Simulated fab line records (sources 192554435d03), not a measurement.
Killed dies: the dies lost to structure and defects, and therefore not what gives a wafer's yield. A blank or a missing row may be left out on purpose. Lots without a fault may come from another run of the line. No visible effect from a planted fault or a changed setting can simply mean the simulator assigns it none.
Which tool is to blame? | flow n5Finfet | 9 lots, 27 wafers sampled, at 8 steps of a route of 1938

## WHAT EACH GAUGE READ, for each wafer
N5_BEOL_M4_CD_MEAS_11 targets a cd of 16.79 nm. Usual: cdNm 16.83 nm, standard deviation 0.28.
lot  | measured     | on       | cdNm (nm)         | flag
L685 | day 7 10:20  | cdSem-01 | 16.85 17.32 16.98 | 
L688 | day 8 02:02  | cdSem-01 | 16.51 16.82 16.49 | 
L689 | day 8 11:37  | cdSem-03 | 16.72 16.96 16.84 | 
L692 | day 9 00:53  | cdSem-02 | 16.89 17.00 17.15 | 
L694 | day 9 19:06  | cdSem-03 | 5.04 4.43 5.40    | OFF
L695 | day 9 20:04  | cdSem-01 | 7.89 8.00 7.32    | OFF
L699 | day 10 20:59 | cdSem-01 | 17.02 16.48 16.56 | 
L698 | day 10 22:24 | cdSem-02 | 16.64 16.49 16.88 | 
L701 | day 12 06:03 | cdSem-02 | 16.71 16.95 16.70 | 

N5_BEOL_M4_CD_MEAS_18: pitch 36 nm, target cd 18 nm. Usual: cdNm 17.9 nm, standard deviation 0.37.
lot  | measured     | on       | cdNm (nm)      | flag
L685 | day 7 10:58  | cdSem-02 | 17.9 17.6 17.8 | 
L688 | day 8 03:02  | cdSem-02 | 17.9 17.6 18.0 | 
L689 | day 8 12:10  | cdSem-01 | 17.8 18.4 17.9 | 
L692 | day 9 01:47  | cdSem-01 | 17.8 17.6 17.7 | 
L694 | day 9 19:49  | cdSem-03 | 6.2 5.8 6.3    | OFF
L695 | day 9 20:43  | cdSem-01 | 8.2 8.7 7.7    | OFF
L699 | day 10 21:55 | cdSem-02 | 17.5 17.9 17.7 | 
L698 | day 10 23:49 | cdSem-02 | 17.5 17.4 18.0 | 
L701 | day 12 06:48 | cdSem-02 | 17.7 18.7 18.1 | 

N5_BEOL_M4_CD_MEAS_35: target cd 18 nm, target cd y 22.4 nm. Usual: cdNm 17.9 nm, standard deviation 0.41.
lot  | measured     | on       | cdNm (nm)      | flag
L685 | day 7 13:19  | cdSem-02 | 17.9 17.9 17.6 | 
L688 | day 8 07:47  | cdSem-03 | 18.4 17.8 17.9 | 
L689 | day 8 17:35  | cdSem-02 | 18.0 18.1 17.9 | 
L692 | day 9 03:32  | cdSem-03 | 17.4 17.5 17.4 | 
L694 | day 9 23:47  | cdSem-01 | 6.1 6.1 6.5    | OFF
L695 | day 9 23:56  | cdSem-03 | 8.1 8.5 8.0    | OFF
L699 | day 11 00:04 | cdSem-01 | 18.0 18.0 17.8 | 
L698 | day 11 01:06 | cdSem-03 | 17.8 18.4 17.7 | 
L701 | day 12 10:19 | cdSem-02 | 17.9 18.5 17.8 | 

N5_BEOL_M4_RC_MEAS_101. Usual: DIBL_N 36.4 mV/V, standard deviation 2; DIBL_P 36.1 mV/V, standard deviation 2.5; IOFF_N 0.16 nA/um, standard deviation 0.037; IOFF_P 0.20 nA/um, standard deviation 0.038; ION_N 670 uA/um, standard deviation 13; ION_P 459 uA/um, standard deviation 8.3; SS_N 71.6 mV/dec, standard deviation 0.69; SS_P 73.3 mV/dec, standard deviation 0.72; VT_N 250 mV, standard deviation 3.4; VT_P -251 mV, standard deviation 3.1.
lot  | measured     | on        | DIBL_N (mV/V)  | DIBL_P (mV/V)  | IOFF_N (nA/um) | IOFF_P (nA/um) | ION_N (uA/um) | ION_P (uA/um) | SS_N (mV/dec)  | SS_P (mV/dec)  | VT_N (mV)   | VT_P (mV)      | flag
L685 | day 7 17:26  | prober-02 | 39.2 33.8 36.4 | 38.6 32.0 34.3 | 0.21 0.11 0.15 | 0.27 0.17 0.18 | 693 647 690   | 473 453 470   | 71.8 70.6 71.7 | 73.5 72.3 72.8 | 244 255 250 | -246 -253 -251 | 
L688 | day 8 11:45  | prober-01 | 34.5 36.0 32.3 | 33.9 36.7 32.2 | 0.12 0.16 0.10 | 0.16 0.21 0.14 | 665 681 654   | 454 467 457   | 71.7 72.5 70.5 | 72.6 72.8 71.8 | 255 247 256 | -255 -249 -255 | 
L689 | day 8 22:14  | prober-01 | 34.4 32.4 35.2 | 35.5 31.9 36.7 | 0.13 0.10 0.15 | 0.21 0.16 0.22 | 640 650 673   | 448 450 462   | 71.0 69.9 70.7 | 73.1 72.2 72.9 | 254 256 248 | -250 -253 -248 | 
L692 | day 9 08:49  | prober-01 | 39.1 37.8 33.6 | 39.1 37.3 33.6 | 0.22 0.18 0.12 | 0.26 0.23 0.18 | 677 688 665   | 466 466 458   | 72.4 71.4 70.8 | 74.1 74.0 73.1 | 244 250 250 | -248 -249 -251 | 
L699 | day 11 03:53 | prober-01 | 36.4 39.1 36.8 | 34.2 36.0 34.2 | 0.14 0.18 0.14 | 0.20 0.22 0.22 | 664 668 670   | 454 456 467   | 70.9 71.5 71.6 | 73.3 73.7 73.4 | 250 246 252 | -251 -249 -248 | 
L698 | day 11 06:34 | prober-02 | 37.7 35.0 37.6 | 38.4 33.9 37.8 | 0.18 0.12 0.18 | 0.23 0.15 0.21 | 671 655 673   | 461 442 456   | 72.4 71.9 72.0 | 74.0 73.1 74.1 | 248 255 250 | -251 -257 -252 | 
L701 | day 12 15:23 | prober-01 | 38.5 34.5 37.0 | 37.5 32.4 36.0 | 0.20 0.12 0.15 | 0.24 0.15 0.21 | 675 657 662   | 458 453 451   | 72.3 70.6 71.0 | 73.6 73.1 73.9 | 247 256 250 | -248 -257 -251 | 

## TOOL THAT RAN EACH LOT (tool first, then ch and the chambers of the sampled wafers, then the start)
lot  | N5_BEOL_M3_DEP_57               | N5_BEOL_M4_HM_DEP_02        | N5_BEOL_M4_EXPOSE_08             | N5_BEOL_M4_ETCH_64
L685 | pecvd-02 ch 0,2, day 7 09:02    | pvdSputter-01, day 7 09:56  | euvScanner-02 ch 0, day 7 10:12  | rieDiel-02 ch 0,1,3, day 7 10:31
L688 | pecvd-02 ch 0,1, day 8 00:35    | pvdSputter-01, day 8 01:37  | euvScanner-02 ch 0, day 8 01:55  | rieDiel-02 ch 0,1,3, day 8 02:25
L689 | pecvd-04 ch 0,2, day 8 09:24    | pvdSputter-01, day 8 11:05  | euvScanner-01 ch 0, day 8 11:29  | rieDiel-04 ch 2,3, day 8 11:49
L692 | pecvd-02 ch 0,1,2, day 8 23:39  | pvdSputter-03, day 9 00:21  | euvScanner-02 ch 0, day 9 00:46  | rieDiel-02 ch 0,1, day 9 01:12
L694 | pecvd-02 ch 0,1,2, day 9 16:13  | pvdSputter-02, day 9 18:35  | euvScanner-02 ch 0, day 9 18:58  | rieDiel-05 ch 1,2, day 9 19:19
L695 | pecvd-04 ch 0,1, day 9 18:58    | pvdSputter-01, day 9 19:40  | euvScanner-02 ch 0, day 9 19:56  | rieDiel-05 ch 1,2, day 9 20:16
L699 | pecvd-01 ch 0,1,2, day 10 20:02 | pvdSputter-02, day 10 20:28 | euvScanner-01 ch 0, day 10 20:51 | rieDiel-04 ch 0,2,3, day 10 21:25
L698 | pecvd-01 ch 0,1,2, day 10 20:20 | pvdSputter-03, day 10 22:00 | euvScanner-01 ch 0, day 10 22:16 | rieDiel-04 ch 0,1,3, day 10 23:21
L701 | pecvd-02 ch 0,1,2, day 12 03:45 | pvdSputter-01, day 12 05:32 | euvScanner-01 ch 0, day 12 05:56 | rieDiel-02 ch 1,2,3, day 12 06:27
- N5_BEOL_M3_DEP_57: deposits SiCN from 3MS/NH3, target thk 8 nm, time 14 s.
- N5_BEOL_M4_HM_DEP_02: deposits TiN, target thk 20 nm.
- N5_BEOL_M4_EXPOSE_08: exposes mask M4.
- N5_BEOL_M4_ETCH_64: etches SOC in N2/H2, target depth 75 nm, overetch 22.5 nm, time 121.9 s.

## AS READ BY THE TOOLS THEMSELVES (means over the sampled wafers that have a number; for cases with no such wafer, the mark the record gives instead)
N5_BEOL_M3_DEP_57. Usual: showerheadPlenumPTorr 3.670 Torr, standard deviation 0.0079; showerheadVppV 879 V, standard deviation 28; throttleValvePct 8.9 %, standard deviation 0.47.
lot  | tool     | showerheadPlenumPTorr (Torr) | showerheadVppV (V) | throttleValvePct (%) | flag
L685 | pecvd-02 | 3.665                        | 858                | 8.3                  | 
L688 | pecvd-02 | 3.672                        | 874                | 8.7                  | 
L689 | pecvd-04 | 3.671                        | 888                | 9.3                  | 
L692 | pecvd-02 | 3.670                        | 855                | 8.6                  | 
L694 | pecvd-02 | 3.673                        | 867                | 8.6                  | 
L695 | pecvd-04 | 3.669                        | 915                | 9.7                  | 
L699 | pecvd-01 | 3.666                        | 887                | 8.7                  | 
L698 | pecvd-01 | 3.669                        | 888                | 9.0                  | 
L701 | pecvd-02 | 3.668                        | 859                | 8.7                  | 

N5_BEOL_M4_HM_DEP_02. Usual: throttleValvePct 30.2 %, standard deviation 1.4.
lot  | tool          | throttleValvePct (%) | flag
L685 | pvdSputter-01 | 28.4                 | 
L688 | pvdSputter-01 | 28.1                 | 
L689 | pvdSputter-01 | 29.0                 | 
L692 | pvdSputter-03 | 31.6                 | 
L694 | pvdSputter-02 | 29.5                 | 
L695 | pvdSputter-01 | 28.1                 | 
L699 | pvdSputter-02 | 30.6                 | 
L698 | pvdSputter-03 | 31.3                 | 
L701 | pvdSputter-01 | 28.3                 | 

N5_BEOL_M4_EXPOSE_08. Usual: exposureDoseMJCm2 41.19, standard deviation 0.063.
lot  | tool          | exposureDoseMJCm2 | flag
L685 | euvScanner-02 | 41.20             | 
L688 | euvScanner-02 | 41.21             | 
L689 | euvScanner-01 | 41.27             | 
L692 | euvScanner-02 | 41.14             | 
L694 | euvScanner-02 | 26.14             | OFF
L695 | euvScanner-02 | 29.16             | OFF
L699 | euvScanner-01 | 41.29             | 
L698 | euvScanner-01 | 41.24             | 
L701 | euvScanner-01 | 41.17             | 

N5_BEOL_M4_ETCH_64. Usual: drypumpMotorCurrentA 5.8 A, standard deviation 0.4; oesProductAu 0.61 a.u., standard deviation 0.077; rfVppV 523.6 V, standard deviation 3; showerheadPlenumPTorr 2.54 Torr, standard deviation 0.11; throttleValvePct 17.77 %, standard deviation 0.28.
lot  | tool       | drypumpMotorCurrentA (A) | oesProductAu (a.u.) | rfVppV (V) | showerheadPlenumPTorr (Torr) | throttleValvePct (%) | flag
L685 | rieDiel-02 | 6.2                      | 0.60                | 523.4      | 2.53                         | 17.71                | 
L688 | rieDiel-02 | 6.2                      | 0.59                | 522.6      | 2.53                         | 17.72                | 
L689 | rieDiel-04 | 5.8                      | 0.65                | 522.7      | 2.49                         | 17.63                | 
L692 | rieDiel-02 | 6.0                      | 0.58                | 521.3      | 2.49                         | 17.72                | 
L694 | rieDiel-05 | 5.7                      | 0.56                | 520.3      | 2.42                         | 17.77                | 
L695 | rieDiel-05 | 6.0                      | 0.56                | 524.2      | 2.53                         | 17.82                | 
L699 | rieDiel-04 | 5.6                      | 0.60                | 524.6      | 2.56                         | 17.87                | 
L698 | rieDiel-04 | 5.7                      | 0.61                | 525.0      | 2.60                         | 17.63                | 
L701 | rieDiel-02 | 6.0                      | 0.62                | 522.3      | 2.54                         | 17.76                | 

## THE ANSWER, worked out from the rows above alone
Rule: lot off if the mean of its wafers having a number is beyond 3 standard deviations from the usual mean. Also off: a lot with no number at a reading for which 4 or more lots have one. All remaining lots with rows at the step are treated as sound. The gauges are gone through in route order, then the tools' own readings, and for those a lot's mean is taken as printed above. At the first step where some lot is off, the reading lying furthest off is the one used; lots without a number count as furthest.
Off, at N5_BEOL_M4_CD_MEAS_11 on cdNm: L694, L695.
A tool fits if, at a process step before that reading, it ran every lot that is off, and no sound lot after the first of them. The gauges at N5_BEOL_M4_CD_MEAS_11 aren't tried: what is off there is off at N5_BEOL_M4_EXPOSE_08 too, on other tools, and a gauge's error can't cause that. One fits: N5_BEOL_M4_EXPOSE_08 on euvScanner-02. A fault onset in the window from L692 (day 9 00:46, its last sound lot) to L694 (day 9 18:58, its first lot off) fits.
The tool's own readings at N5_BEOL_M4_EXPOSE_08 bear it out: on the lots that are off they differ by more than 5 times the standard deviation of the sound lots' means. exposureDoseMJCm2 reads 27.65 there against 41.22 on the sound lots.

## WHAT WAS PUT IN BY THE SIMULATOR
Drift in process parameters on euvScanner-02 at N5_BEOL_M4_EXPOSE_08, starting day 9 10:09. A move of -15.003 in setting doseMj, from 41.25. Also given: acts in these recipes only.
Shown lots that were struck: L694, L695. The rule given above showed the same thing.
